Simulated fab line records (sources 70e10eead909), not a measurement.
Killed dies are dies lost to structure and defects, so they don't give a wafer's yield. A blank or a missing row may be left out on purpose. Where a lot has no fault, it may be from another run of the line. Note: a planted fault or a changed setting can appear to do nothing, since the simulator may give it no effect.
Matching of chambers -- flow nand harc -- NHARC_A_BONDPAD_ETCH_12 on rie diel-12 has 4 sister chambers
The step etches the open film in CHF3/O2, target depth 220 nm, time 110 s. 16 wafers are shown with their chamber, then 8 later ones without.

## WAFERS WITH THEIR CHAMBER
wafer,chamber,drypump motor current A (A),rf vpp V (V),oes product au (a.u.)
L463.1,0,5.8,370.5,0.923
L463.2,2,5.5,369.7,0.937
L463.5,0,5.7,370.2,0.921
L462.1,3,5.8,371.5,0.973
L462.3,1,5.7,366.5,1.000
L462.6,1,5.6,366.8,0.994
L464.1,2,5.6,369.1,0.937
L464.3,0,5.7,370.5,0.928
L464.5,2,5.6,369.8,0.941
L465.2,3,5.8,369.7,0.967
L465.3,1,5.7,367.4,0.957
L465.5,2,5.5,370.1,0.978
L466.2,2,5.6,367.7,0.945
L466.3,1,5.7,367.7,0.932
L466.5,0,5.8,370.4,0.926
L474.3,1,5.6,368.2,0.995

SIGNATURES (means of the wafers above)
reading,chamber 0,chamber 1,chamber 2,chamber 3,scatter within a chamber
drypump motor current A,5.750,5.660,5.560,5.800,0.0532
rf vpp V,370.400,367.320,369.280,370.600,0.774
oes product au,0.92450,0.97560,0.94760,0.97000,0.02
Rule: for a wafer and a chamber, the distance is found by dividing, reading by reading, the gap between the wafer's reading and the chamber's mean by the reading's scatter, squaring, summing and taking the root. If the next closest chamber is less than 2 further off than the closest, the wafer can't be placed; otherwise it belongs to the closest. The scatter: take each reading less its chamber's mean, square it, sum over the shown wafers, divide by the number of wafers less the number of chambers, and take the root.

## WAFERS MISSING THEIR CHAMBER
wafer,drypump motor current A (A),rf vpp V (V),oes product au (a.u.)
L474.5,5.5,369.0,0.984
L474.6,5.6,367.4,1.001
L475.1,5.8,370.6,0.955
L475.3,5.5,370.4,0.990
L475.6,5.5,369.7,0.987
L483.1,5.8,370.1,0.929
L483.2,5.6,368.2,0.937
L483.5,5.7,366.9,0.952

## CHAMBER TAKEN BY EACH
wafer,from the rows above,in truth
L474.5,can't be placed: 2 or 1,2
L474.6,can't be placed: 1 or 2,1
L475.1,can't be placed: 3 or 0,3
L475.3,2,2
L475.6,2,2
L483.1,can't be placed: 0 or 3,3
L483.2,can't be placed: 2 or 1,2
L483.5,1,1
3 of 8 placed correctly. Cannot be placed on the basis of these rows: 5; the candidates contain the true chamber in 5. Placed wrongly: 0.
